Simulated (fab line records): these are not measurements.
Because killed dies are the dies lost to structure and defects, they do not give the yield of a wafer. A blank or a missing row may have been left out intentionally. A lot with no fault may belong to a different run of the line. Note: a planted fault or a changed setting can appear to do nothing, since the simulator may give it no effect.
Matching of chambers    flow n5-finfet    N5_BEOL_M10_ILD_DEP_00 on pecvd-02 has 3 sister chambers
The step deposits SiCOH lowk from DEMS/porogen, target thk 308.51 nm, time 58 s. 6 wafers are shown with their chamber, then 9 later ones without.

## WAFERS WITH THEIR CHAMBER
wafer   chamber  throttle-valve-pct (%)  showerhead-plenum-p-Torr (Torr)
L086.6  1        14.2                    5.740
L089.4  0        14.1                    5.745
L089.6  2        13.1                    5.750
L091.1  0        14.0                    5.726
L091.2  2        13.2                    5.731
L091.3  1        14.1                    5.742

## WAFERS WHOSE CHAMBER IS MISSING
wafer   throttle-valve-pct (%)  showerhead-plenum-p-Torr (Torr)
L092.4  14.1                    5.743
L092.5  14.2                    5.721
L092.6  13.5                    5.738
L095.2  13.9                    5.733
L095.4  13.3                    5.728
L095.6  14.3                    5.719
L097.1  14.1                    5.757
L097.2  13.2                    5.743
L097.5  13.9                    5.741

## CHAMBER TAKEN BY EACH
wafer   from the rows above      in truth
L092.4  can't be placed: 1 or 0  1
L092.5  can't be placed: 1 or 0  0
L092.6  2                        2
L095.2  can't be placed: 0 or 1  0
L095.4  2                        2
L095.6  can't be placed: 1 or 0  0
L097.1  can't be placed: 1 or 0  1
L097.2  2                        2
L097.5  can't be placed: 0 or 1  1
Placed correctly: 3 of 9. Unplaceable from these rows: 6, with the true chamber sitting among the candidates in 6. Number placed wrongly: 0.
How it was worked out, from the rows above alone: a wafer's distance from a chamber is the root of the sum, over the readings, of the square of ((its reading less the chamber's mean) divided by the reading's scatter). The wafer belongs to the nearest chamber; if the next one is less than 2 further off, it can't be placed. For every chamber, the mean is computed from those of its wafers that are shown. The scatter is the square root of a quotient: the sum, over the shown wafers, of each reading's squared deviation from its chamber's mean, divided by wafers minus chambers.
